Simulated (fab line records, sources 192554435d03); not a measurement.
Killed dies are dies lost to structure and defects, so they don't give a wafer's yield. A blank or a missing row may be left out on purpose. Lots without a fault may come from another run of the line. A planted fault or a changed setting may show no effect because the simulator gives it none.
Chamber matching | flow n5_finfet | N5_BEOL_M0_SAQP_SPACER2_ETCHBACK_27 on rie_diel-06: 4 sister chambers
The step etches SiO2 in CHF3/O2, target depth 22.5 nm, time 11.25 s. 4 wafers are shown with their chamber, then 9 later ones without.

WAFERS WITH THEIR CHAMBER
wafer  | chamber | throttle_valve_pct (%)
L088.2 | 1       | 18.62
L091.3 | 3       | 19.17
L091.4 | 2       | 18.73
L091.6 | 0       | 18.75

WAFERS WITHOUT THEIR CHAMBER
wafer  | throttle_valve_pct (%)
L093.1 | 18.65
L093.2 | 19.16
L093.3 | 18.78
L097.1 | 18.74
L097.2 | 19.17
L097.3 | 18.76
L097.4 | 18.65
L097.5 | 18.72
L097.6 | 18.66

WHICH CHAMBER EACH WENT THROUGH
wafer  | from the rows above     | in truth
L093.1 | 1                       | 1
L093.2 | 3                       | 3
L093.3 | can't be placed: 0 or 2 | 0
L097.1 | can't be placed: 2 or 0 | 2
L097.2 | 3                       | 3
L097.3 | can't be placed: 0 or 2 | 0
L097.4 | 1                       | 1
L097.5 | can't be placed: 2 or 0 | 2
L097.6 | can't be placed: 1 or 2 | 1
Placed correctly: 4 of 9. Can't be placed from these rows: 5 (the true chamber is among the candidates in 5). Placed wrongly: 0.
How it was worked out, from the rows above alone: a wafer's distance from a chamber is the root of the sum, over the readings, of the square of ((its reading less the chamber's mean) divided by the reading's scatter). The wafer belongs to the nearest chamber; if the next one is less than 2 further off, it can't be placed. A chamber's mean is the mean of its shown wafers. The scatter: with one shown wafer a chamber, the root of the mean of the squares of how far each hidden wafer lies from its nearest shown one.
